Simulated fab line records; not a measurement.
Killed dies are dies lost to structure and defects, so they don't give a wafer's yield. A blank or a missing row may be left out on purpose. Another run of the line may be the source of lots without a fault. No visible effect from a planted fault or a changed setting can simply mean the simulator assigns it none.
fab line records	flow nand_harc	part 1 of 2: steps 1 to 26 of 35
[record] lots = 5	wafers = 15	last_day = 22
route steps=1159 shown A_BLC@981 A_M0@994
lots that met no fault: taken from a fault-free run of the same line
start_h: hours from the record's opening day to when the first of the lot's shown wafers began	wait_h: how many hours have passed since the lot's step before this one	" the same as in the row above	L1.1+2: a row that stands for several wafers	- no value, or no start given	* or withheld: withheld	< > ~ a bound
route shown NAME@n: names a module that has steps shown in the file, with the first one's number in the route	usual: average and standard deviation across the fault-free wafers	same: alike in all rows	chamber/n: place in a boat	sites: readings site by site	_std_site: the standard deviation of these	_edge_site: the outer-site mean with the inner-site mean subtracted	radius_mm: for every site, how far away it sits from the centre of the wafer	mask NAME#n: copy n	behind: the last tool/chamber to shape the wafer	hold: why the lot went on hold/how many hours it stayed there/how the hold came to an end	device: names the non-switching transistor (n, p or np)	end of line: the same wafers' tests at the end of the route	a step with no rows: only its recipe	killed: the dies lost at the first sort to structure and to defects; this is not the yield of the wafer	map: a wafer's dies, x killed, . not, _ none there
set.NAME: setting as actually run; set.NAME@STEP: the setting as run at that earlier step	model.NAME: the simulator's own value behind a step, which no gauge read
lots at selected steps of the route; one table per step, one row per wafer
services: from which hour (start_h, from the record's first day; less than 0 if before it) a tool's chamber was out of use, for how many hours, and why
[[steps]]
[step NHARC_A_BLC_CD_MEAS_19]
[usual] cd_nm = 99.5/2.1
lot.wafer	tool	chamber	start_h	wait_h	cd_nm
L074.1	cd_sem-02	-	404.01	-	101.7
L074.2	"	-	"	"	100.0
L074.3	"	-	"	"	99.1
L079.3	cd_sem-02	-	430.41	-	99.6
L079.4	"	-	"	"	102.3
L079.5	"	-	"	"	98.7
L081.3	cd_sem-02	-	440.60	-	99.2
L081.5	"	-	"	"	98.5
L081.6	"	-	"	"	101.4
L083.1	cd_sem-03	-	465.42	-	100.4
L083.2	"	-	"	"	98.1
L083.3	"	-	"	"	96.1
L089.1	cd_sem-02	-	470.77	-	96.8
L089.2	"	-	"	"	95.1
L089.3	"	-	"	"	98.5
[step NHARC_A_BLC_STRIP_29]
[recipe] cf4_flow_sccm = 150	ar_flow_sccm = 0	bias_w = 0	chemistry = CF4
[usual] drypump_motor_current_A = 5.8/0.5	oes_product_au = 0.997/0.011	rf_vpp_V = 59.4/0.89	showerhead_plenum_p_Torr = 1.77/0.071	throttle_valve_pct = 13.284/0.0081
lot.wafer	tool	chamber	start_h	wait_h	drypump_motor_current_A	oes_product_au	rf_hours_counter_h	rf_vpp_V	showerhead_plenum_p_Torr	throttle_valve_pct
L074.1	rie_diel-04	0	404.08	0.1	5.9	1.012	12	58.5	1.70	13.276
L074.3	"	2	"	"	5.4	1.002	12	60.0	1.81	13.295
L074.2	"	3	"	"	6.6	1.004	12	59.0	1.69	13.276
L079.4	rie_diel-08	1	430.48	0.1	6.3	0.987	12	60.4	1.77	13.288
L079.3	"	3	"	"	5.8	0.992	12	60.7	1.86	13.288
L079.5	"	2	"	"	5.0	0.999	-	60.8	1.84	13.274
L081.3	rie_diel-04	0	440.68	0.1	5.9	1.015	16	58.9	1.70	13.280
L081.6	"	3	"	"	6.7	1.003	-	58.2	1.69	13.291
L081.5	"	0	"	"	5.9	1.013	-	60.8	1.70	13.292
L083.3	rie_diel-04	1	465.51	0.1	5.6	0.991	19	58.7	1.68	13.295
L083.2	"	3	"	"	6.6	0.992	19	59.4	1.68	13.285
L083.1	"	0	"	"	5.9	0.999	19	59.4	1.70	13.284
L089.1	rie_diel-08	0	470.86	0.1	6.2	0.963	17	58.8	1.76	13.286
L089.2	"	2	"	"	5.0	0.993	17	60.4	1.84	13.275
L089.3	"	3	"	"	5.8	0.995	16	59.8	1.86	13.291
[step NHARC_A_BLC_STRIP_21]
[recipe] o2_flow_sccm = 500	ar_flow_sccm = 0	bias_w = 0	chemistry = O2
[usual] drypump_motor_current_A = 5.9/0.49	oes_product_au = 0.998/0.01	rf_vpp_V = 57.8/0.89	showerhead_plenum_p_Torr = 3.52/0.14	throttle_valve_pct = 17.037/0.0092
lot.wafer	tool	chamber	start_h	wait_h	drypump_motor_current_A	oes_product_au	rf_hours_counter_h	rf_vpp_V	showerhead_plenum_p_Torr	throttle_valve_pct
L074.1	rie_diel-04	3	404.19	0.1	6.7	0.994	12	56.5	3.36	17.024
L074.2	"	0	"	"	5.9	1.012	12	57.1	3.39	17.053
L074.3	"	1	"	"	5.6	0.989	12	56.8	3.36	17.035
L079.3	rie_diel-08	0	430.59	0.1	6.1	0.979	12	57.2	3.52	17.025
L079.4	"	1	"	"	6.3	0.975	12	57.0	3.53	17.030
L079.5	"	3	"	"	5.8	0.988	-	57.8	3.71	17.054
L081.3	rie_diel-04	3	440.79	0.1	6.7	0.994	15	57.2	3.36	17.045
L081.5	"	2	"	"	5.4	1.002	-	57.7	3.60	17.039
L081.6	"	3	"	"	6.7	0.993	-	57.8	3.36	17.033
L083.1	rie_diel-04	0	465.64	0.1	5.9	1.002	19	57.9	3.38	17.033
L083.3	"	1	"	"	5.5	0.995	19	56.0	3.36	17.037
L083.2	"	3	"	"	6.7	1.002	19	58.0	3.36	17.043
L089.3	rie_diel-08	0	470.98	0.1	6.1	0.971	17	57.9	3.52	17.040
L089.1	"	2	"	"	5.0	0.997	17	58.1	3.67	17.042
L089.2	"	3	"	"	5.8	0.996	16	57.5	3.71	17.039
[step NHARC_A_BLC_STRIP_22]
[recipe] time_s = 600	temp_c = 30	chemistry = post_etch_residue_remover
lot.wafer	tool	chamber	start_h	wait_h
L074.1+2+3	wet_bench-05	4,0,1	404.34	-
L079.4+3+5	wet_bench-05	6,7,2	430.74	-
L081.5+6+3	wet_bench-04	0,1,2	440.97	-
L083.3+2+1	wet_bench-05	4,5,1	465.81	-
L089.2+1+3	wet_bench-05	3,5,6	471.17	-
[step NHARC_A_BLC_DEGAS_30]
[recipe] temp_c = 300	time_s = 60
[usual] heater_power_w = 460/50
lot.wafer	tool	chamber	start_h	wait_h	heater_power_w
L074.3	pvd_sputter-01	-	404.61	-	436
L074.1	"	-	"	"	431
L074.2	"	-	"	"	390
L079.3	pvd_sputter-03	-	431.02	-	416
L079.4	"	-	"	"	526
L079.5	"	-	"	"	420
L081.3	pvd_sputter-02	-	441.24	-	500
L081.5	"	-	"	"	519
L081.6	"	-	"	"	459
L083.1	pvd_sputter-02	-	466.09	-	498
L083.3	"	-	"	"	466
L083.2	"	-	"	"	552
L089.3	pvd_sputter-01	-	471.43	-	466
L089.1	"	-	"	"	378
L089.2	"	-	"	"	437
[step NHARC_A_BLC_PRE_CLEAN_31]
[recipe] time_s = 15	bias_v = 250	gas = Ar
lot.wafer	tool	chamber	start_h	wait_h
L074.2+3+1	pvd_sputter-01	-	-	-
L079.4+3+5	pvd_sputter-03	-	-	-
L081.3+6+5	pvd_sputter-02	-	-	-
L083.2+1+3	pvd_sputter-02	-	-	-
L089.2+3+1	pvd_sputter-01	-	-	-
[step NHARC_A_BLC_PVD_32]
[recipe] target_thk_a = 50	chamber_pressure_pa = 5	power_w = 5000	substrate_temp_c = 200	time_s = 17.7	material = Ti
[usual] throttle_valve_pct = 30.1/0.88
lot.wafer	tool	chamber	start_h	wait_h	throttle_valve_pct
L074.3	pvd_sputter-01	-	-	-	32.5
L074.2	"	-	"	"	30.4
L074.1	"	-	"	"	30.8
L079.4	pvd_sputter-03	-	-	-	30.1
L079.3	"	-	"	"	28.3
L079.5	"	-	"	"	29.8
L081.3	pvd_sputter-02	-	-	-	29.5
L081.5	"	-	"	"	29.4
L081.6	"	-	"	"	29.5
L083.1	pvd_sputter-02	-	-	-	29.6
L083.2	"	-	"	"	30.3
L083.3	"	-	"	"	30.8
L089.1	pvd_sputter-01	-	-	-	30.0
L089.2	"	-	"	"	30.4
L089.3	"	-	"	"	32.5
[step NHARC_A_BLC_ALD_23]
[recipe] target_thk_a = 30	pulse_time_s = 1	ald_cycles = 150	temp_c = 450	material = TiN
[usual] heater_power_w = 1029/69	precursor_pulse_height_rel = 1.002/0.021
lot.wafer	tool	chamber	start_h	wait_h	heater_power_w	precursor_pulse_height_rel
L074.3	ald_metal-02	3	404.88	-	991	1.021
L074.2	"	0	"	"	1029	1.007
L074.1	"	1	"	"	1008	1.039
L079.3	ald_metal-02	2	431.27	-	1039	1.027
L079.4	"	3	"	"	1001	0.983
L079.5	"	2	"	"	1046	0.972
L081.3	ald_metal-04	2	441.52	-	908	0.999
L081.5	"	0	"	"	1154	1.017
L081.6	"	1	"	"	1038	0.971
L083.3	ald_metal-02	3	466.32	-	995	1.002
L083.1	"	0	"	"	1017	0.997
L083.2	"	2	"	"	1025	1.041
L089.3	ald_metal-04	1	471.69	-	1021	1.009
L089.2	"	2	"	"	930	0.986
L089.1	"	0	"	"	1147	1.034
[step NHARC_A_BLC_CVD_24]
[recipe] target_thk_a = 1500	temp_c = 300	pressure_torr = 40	wf6_flow_sccm = 40	h2_flow_sccm = 1600	ar_flow_sccm = 1560	time_s = 434	material = W
[usual] heater_power_w = 453/71	mfc_h2_sccm = 1600/4.6	throttle_valve_pct = 8.0/0.35
lot.wafer	tool	chamber	start_h	wait_h	heater_power_w	mfc_h2_sccm	throttle_valve_pct
L074.2	cvd_w-02	1	-	-	433	1598	7.6
L074.1	"	0	"	"	381	1598	8.0
L074.3	"	1	"	"	447	1597	7.8
L079.3	cvd_w-01	0	-	-	595	1600	8.2
L079.4	"	1	"	"	454	1601	7.5
L079.5	"	0	"	"	594	1599	8.4
L081.3	cvd_w-01	0	-	-	581	1613	8.1
L081.5	"	1	"	"	442	1608	7.6
L081.6	"	0	"	"	598	1602	8.4
L083.1	cvd_w-02	1	-	-	447	1597	7.8
L083.2	"	0	"	"	381	1598	8.3
L083.3	"	0	"	"	403	1605	8.2
L089.1	cvd_w-02	1	-	-	449	1610	7.7
L089.2	"	0	"	"	390	1599	8.5
L089.3	"	1	"	"	446	1604	7.8
[step NHARC_A_BLC_CMP_25]
[recipe] t_overpolish_s = 30	target_thk_nm = 150
[usual] motor_current_A = 12.5/1.2	overpolish_run_s = 30.000/0.0087	slurry_flow_ml_min = 150.0/0.49	time_to_endpoint_s = 30.2/2.8
lot.wafer	tool	chamber	start_h	wait_h	motor_current_A	overpolish_run_s	slurry_flow_ml_min	time_to_endpoint_s
L074.2	cmp-01	0	414.29	0.5	14.8	29.998	150.3	27.3
L074.3	"	2	"	"	12.2	29.987	150.4	28.8
L074.1	"	3	"	"	11.8	29.993	149.7	33.0
L079.3	cmp-01	0	438.21	0.3	14.3	30.010	149.2	27.0
L079.4	"	1	"	"	12.3	29.999	149.5	28.0
L079.5	"	3	"	"	11.1	29.994	149.6	31.1
L081.3	cmp-02	1	443.94	0.3	10.9	30.000	149.9	28.2
L081.5	"	3	"	"	12.5	29.996	150.2	31.4
L081.6	"	0	"	"	14.0	29.994	149.7	28.9
L083.2	cmp-01	2	468.14	0.4	12.0	30.005	149.9	26.4
L083.3	"	0	"	"	14.6	30.011	150.0	26.0
L083.1	"	1	"	"	12.4	29.991	149.7	26.1
L089.2	cmp-01	0	472.42	0.4	14.7	30.002	150.5	26.9
L089.1	"	1	"	"	12.2	29.996	150.2	27.1
L089.3	"	3	"	"	11.4	30.006	150.6	30.4
[step NHARC_A_BLC_SRD_27]
lot.wafer	tool	chamber	start_h	wait_h
L074.2+3+1	wet_bench-04	0,3,5	414.61	0.0
L079.3+5+4	wet_bench-04	6,7,1	438.50	0.0
L081.5+6+3	wet_bench-04	5,7,1	444.22	0.0
L083.1+2+3	wet_bench-05	0,1,5	468.47	0.0
L089.3+1+2	wet_bench-04	7,0,4	472.74	0.0
[step NHARC_A_BLC_INSPECT_28]
[usual] raw_defect_count = 463/120
lot.wafer	tool	chamber	start_h	wait_h	raw_defect_count
L074.1	defect_inspect-02	-	414.69	0.1	408
L074.2	"	-	"	"	659
L074.3	"	-	"	"	410
L079.3	defect_inspect-01	-	438.58	0.1	426
L079.4	"	-	"	"	550
L079.5	"	-	"	"	456
L081.3	defect_inspect-02	-	444.30	0.1	353
L081.5	"	-	"	"	385
L081.6	"	-	"	"	322
L083.1	defect_inspect-02	-	468.55	0.1	321
L083.2	"	-	"	"	241
L083.3	"	-	"	"	392
L089.1	defect_inspect-01	-	472.82	0.1	619
L089.2	"	-	"	"	680
L089.3	"	-	"	"	634
[step NHARC_A_M0_DEP_00]
[recipe] target_thk_a = 1500	target_thk_nm = 150	temp_c = withheld	pressure_torr = 5	flow_sccm = 200	rf_w = 600	material = SiOC
lot.wafer	tool	chamber	start_h	wait_h
L074.2+1+3	pecvd-03	0,1,2	414.76	0.1
L079.3+4+5	pecvd-01	2,2,0	438.70	0.1
L081.3+6+5	pecvd-03	0,2,0	444.41	0.1
L083.3+1+2	pecvd-04	1,2,0	468.87	0.3
L089.1+3+2	pecvd-04	0,1,2	472.89	0.1
[step NHARC_A_M0_DEHYDRATE_01]
[recipe] temp_c = 150	time_s = 120
[usual] heater_power_total_W = 182.5/1.2
lot.wafer	tool	chamber	start_h	wait_h	heater_power_total_W
L074.1	litho_track-06	0	415.17	-	184.0
L074.2	"	0	"	"	183.0
L074.3	"	0	"	"	183.0
L079.3	litho_track-04	0	439.06	-	182.4
L079.4	"	0	"	"	181.2
L079.5	"	0	"	"	184.3
L081.3	litho_track-04	0	444.77	-	183.3
L081.5	"	0	"	"	182.4
L081.6	"	0	"	"	183.2
L083.1	litho_track-04	0	469.28	-	180.8
L083.2	"	0	"	"	182.0
L083.3	"	0	"	"	184.1
L089.1	litho_track-04	0	473.29	-	184.0
L089.2	"	0	"	"	184.2
L089.3	"	0	"	"	183.7
[step NHARC_A_M0_HMDS_02]
[recipe] time_s = 30
lot.wafer	tool	chamber	start_h	wait_h
L074.1+2+3	litho_track-06	0	-	-
L079.3+4+5	litho_track-04	0	-	-
L081.3+5+6	litho_track-04	0	-	-
L083.1+2+3	litho_track-04	0	-	-
L089.1+2+3	litho_track-04	0	-	-
[step NHARC_A_M0_COAT_33]
[recipe] temp_c = 200	time_s = 65
[usual] heater_power_total_W = 386.0/1.3
lot.wafer	tool	chamber	start_h	wait_h	heater_power_total_W
L074.1	litho_track-06	0	-	-	384.4
L074.2	"	0	"	"	385.7
L074.3	"	0	"	"	387.9
L079.3	litho_track-04	0	-	-	384.6
L079.4	"	0	"	"	385.7
L079.5	"	0	"	"	386.0
L081.3	litho_track-04	0	-	-	385.7
L081.5	"	0	"	"	387.1
L081.6	"	0	"	"	386.8
L083.1	litho_track-04	0	-	-	387.3
L083.2	"	0	"	"	384.3
L083.3	"	0	"	"	384.7
L089.1	litho_track-04	0	-	-	385.7
L089.2	"	0	"	"	386.0
L089.3	"	0	"	"	385.8
[step NHARC_A_M0_COAT_03]
[recipe] spin_rpm = 1500	resist_thk_nm = 90
lot.wafer	tool	chamber	start_h	wait_h
L074.1+2+3	litho_track-06	0	-	-
L079.3+4+5	litho_track-04	0	-	-
L081.3+5+6	litho_track-04	0	-	-
L083.1+2+3	litho_track-04	0	-	-
L089.1+2+3	litho_track-04	0	-	-
[step NHARC_A_M0_SOFTBAKE_04]
[recipe] temp_c = 105	time_s = 55
[usual] heater_power_total_W = 188.46/0.13
lot.wafer	tool	chamber	start_h	wait_h	heater_power_total_W
L074.1	litho_track-06	0	-	-	188.39
L074.2	"	0	"	"	188.58
L074.3	"	0	"	"	188.37
L079.3	litho_track-04	0	-	-	188.29
L079.4	"	0	"	"	188.71
L079.5	"	0	"	"	188.49
L081.3	litho_track-04	0	-	-	188.54
L081.5	"	0	"	"	188.32
L081.6	"	0	"	"	188.50
L083.1	litho_track-04	0	-	-	188.39
L083.2	"	0	"	"	188.43
L083.3	"	0	"	"	188.34
L089.1	litho_track-04	0	-	-	188.76
L089.2	"	0	"	"	188.41
L089.3	"	0	"	"	188.63
[step NHARC_A_M0_EBR_05]
lot.wafer	tool	chamber	start_h	wait_h
L074.1+2+3	litho_track-06	0	-	-
L079.3+4+5	litho_track-04	0	-	-
L081.3+5+6	litho_track-04	0	-	-
L083.1+2+3	litho_track-04	0	-	-
L089.1+2+3	litho_track-04	0	-	-
[step NHARC_A_M0_EXPOSE_06]
[recipe] na = 1.35	target_cd_nm = 80	dose_mj = 83.25	mask_id = A_M0
[usual] exposure_dose_mJ_cm2 = 83.24/0.073	stage_vel_mm_s = 499.93/0.21
[same] na = 1.35
lot.wafer	tool	chamber	start_h	wait_h	mask	exposure_dose_mJ_cm2	stage_vel_mm_s
L074.1	arfi_scanner-03	0	415.45	-	A_M0#0	83.23	500.03
L074.2	"	0	"	"	A_M0#0	83.23	500.18
L074.3	"	0	"	"	A_M0#0	83.23	499.81
L079.3	arfi_scanner-02	0	439.36	-	A_M0#0	83.11	499.76
L079.4	"	0	"	"	A_M0#0	83.23	499.66
L079.5	"	0	"	"	A_M0#0	83.22	499.48
L081.3	arfi_scanner-02	0	444.94	-	A_M0#0	83.14	499.81
L081.5	"	0	"	"	A_M0#0	83.24	500.14
L081.6	"	0	"	"	A_M0#0	83.27	499.38
L083.1	arfi_scanner-03	0	469.44	-	A_M0#0	83.23	499.71
L083.2	"	0	"	"	A_M0#0	83.07	499.63
L083.3	"	0	"	"	A_M0#0	83.23	499.92
L089.1	arfi_scanner-02	0	473.58	-	A_M0#0	83.27	500.00
L089.2	"	0	"	"	A_M0#0	83.22	499.86
L089.3	"	0	"	"	A_M0#0	83.18	499.97
[step NHARC_A_M0_PEB_07]
[recipe] peb_temp_c = 100	peb_time_s = 65
[usual] heater_power_total_W = 156.6/0.42
lot.wafer	tool	chamber	start_h	wait_h	heater_power_total_W
L074.1	litho_track-06	0	415.52	0.1	155.9
L074.2	"	0	"	"	156.7
L074.3	"	0	"	"	156.3
L079.3	litho_track-01	0	439.41	0.0	156.8
L079.4	"	0	"	"	156.0
L079.5	"	0	"	"	156.8
L081.3	litho_track-06	0	445.00	0.0	157.2
L081.5	"	0	"	"	157.1
L081.6	"	0	"	"	157.1
L083.1	litho_track-04	0	469.51	0.1	156.2
L083.2	"	0	"	"	156.9
L083.3	"	0	"	"	156.3
L089.1	litho_track-01	0	473.65	0.1	156.7
L089.2	"	0	"	"	156.1
L089.3	"	0	"	"	157.0
[step NHARC_A_M0_DEVELOP_08]
[recipe] develop_time_s = 35	dev_temp_c = 23
lot.wafer	tool	chamber	start_h	wait_h
L074.1+2+3	litho_track-06	0	-	-
L079.3+4+5	litho_track-01	0	-	-
L081.3+5+6	litho_track-06	0	-	-
L083.1+2+3	litho_track-04	0	-	-
L089.1+2+3	litho_track-01	0	-	-
[step NHARC_A_M0_CD_MEAS_09]
[recipe] target_cd_nm = 80	landing_energy_ev = 500
[usual] cd_nm = 80.4/0.6
lot.wafer	tool	chamber	start_h	wait_h	cd_nm
L074.1	cd_sem-02	0	415.60	-	79.4
L074.2	"	0	"	"	79.9
L074.3	"	0	"	"	80.1
L079.3	cd_sem-01	0	439.49	-	80.7
L079.4	"	0	"	"	81.2
L079.5	"	0	"	"	80.3
L081.3	cd_sem-03	0	445.08	-	80.3
L081.5	"	0	"	"	80.7
L081.6	"	0	"	"	80.4
L083.1	cd_sem-02	0	469.59	-	81.0
L083.2	"	0	"	"	81.1
L083.3	"	0	"	"	80.7
L089.1	cd_sem-02	0	473.72	-	79.9
L089.2	"	0	"	"	81.1
L089.3	"	0	"	"	80.1
[step NHARC_A_M0_OVL_MEAS_10]
[recipe] pitch_nm = 160
[usual] overlay_x_nm = 0.1/0.9	overlay_y_nm = 0.5/0.93
lot.wafer	tool	chamber	start_h	wait_h	overlay_x_nm	overlay_y_nm
L074.1	overlay-02	-	415.68	-	2.3	0.5
L074.2	"	-	"	"	2.4	1.3
L074.3	"	-	"	"	1.8	0.7
L079.3	overlay-02	-	439.59	-	1.0	1.1
L079.4	"	-	"	"	0.6	0.7
L079.5	"	-	"	"	0.6	1.1
L081.3	overlay-01	-	445.16	-	0.1	1.5
L081.5	"	-	"	"	-0.1	0.8
L081.6	"	-	"	"	0.1	1.3
L083.1	overlay-01	-	469.68	-	-0.2	-1.7
L083.2	"	-	"	"	0.3	-1.2
L083.3	"	-	"	"	0.1	-1.3
L089.1	overlay-01	-	473.81	-	-0.2	-1.5
L089.2	"	-	"	"	-0.7	-0.5
L089.3	"	-	"	"	-0.4	-1.1
[step NHARC_A_M0_INSPECT_11]
[usual] raw_defect_count = 32/14
lot.wafer	tool	chamber	start_h	wait_h	raw_defect_count
L074.1	defect_inspect-01	-	415.72	0.0	27
L074.2	"	-	"	"	20
L074.3	"	-	"	"	16
L079.3	defect_inspect-02	-	439.62	0.0	26
L079.4	"	-	"	"	16
L079.5	"	-	"	"	23
L081.3	defect_inspect-02	-	445.20	0.0	23
L081.5	"	-	"	"	20
L081.6	"	-	"	"	33
L083.1	defect_inspect-01	-	469.72	0.0	35
L083.2	"	-	"	"	33
L083.3	"	-	"	"	29
L089.1	defect_inspect-01	-	473.85	0.0	10
L089.2	"	-	"	"	20
L089.3	"	-	"	"	17
[step NHARC_A_M0_DESCUM_14]
[recipe] time_s = 3	o2_flow_sccm = 200	ar_flow_sccm = 0	bias_power_w = 0	chemistry = O2
[usual] drypump_motor_current_A = 5.3/0.48	oes_product_au = 1.003/0.013	rf_vpp_V = 57.8/0.94	showerhead_plenum_p_Torr = 1.92/0.1	throttle_valve_pct = 11.311/0.0086
lot.wafer	tool	chamber	start_h	wait_h	drypump_motor_current_A	oes_product_au	rf_hours_counter_h	rf_vpp_V	showerhead_plenum_p_Torr	throttle_valve_pct
L074.2	rie_diel-05	3	415.78	0.1	5.2	1.009	4	58.2	1.98	11.308
L074.1	"	1	"	"	4.7	1.007	5	59.2	1.79	11.312
L074.3	"	2	"	"	5.2	1.023	6	59.7	2.06	11.310
L079.4	rie_diel-05	0	439.70	0.1	4.9	0.991	4	59.1	1.79	11.300
L079.3	"	1	"	"	4.7	1.007	7	57.8	1.79	11.315
L079.5	"	2	"	"	5.2	1.029	-	57.9	2.06	11.314
L081.3	rie_diel-11	3	445.28	0.1	5.3	0.999	5	58.9	2.01	11.310
L081.6	"	0	"	"	5.6	1.004	-	58.8	2.04	11.314
L081.5	"	1	"	"	5.8	1.012	-	57.0	1.85	11.302
L083.2	rie_diel-11	1	469.79	0.1	5.8	0.993	7	56.8	1.85	11.300
L083.1	"	2	"	"	4.6	0.987	7	58.1	1.83	11.294
L083.3	"	3	"	"	5.3	1.002	7	57.5	2.01	11.305
L089.2	rie_diel-11	3	473.91	0.1	5.3	1.020	8	59.5	2.01	11.324
L089.1	"	0	"	"	5.7	0.998	8	55.9	2.04	11.315
L089.3	"	2	"	"	4.7	0.980	7	57.9	1.83	11.305
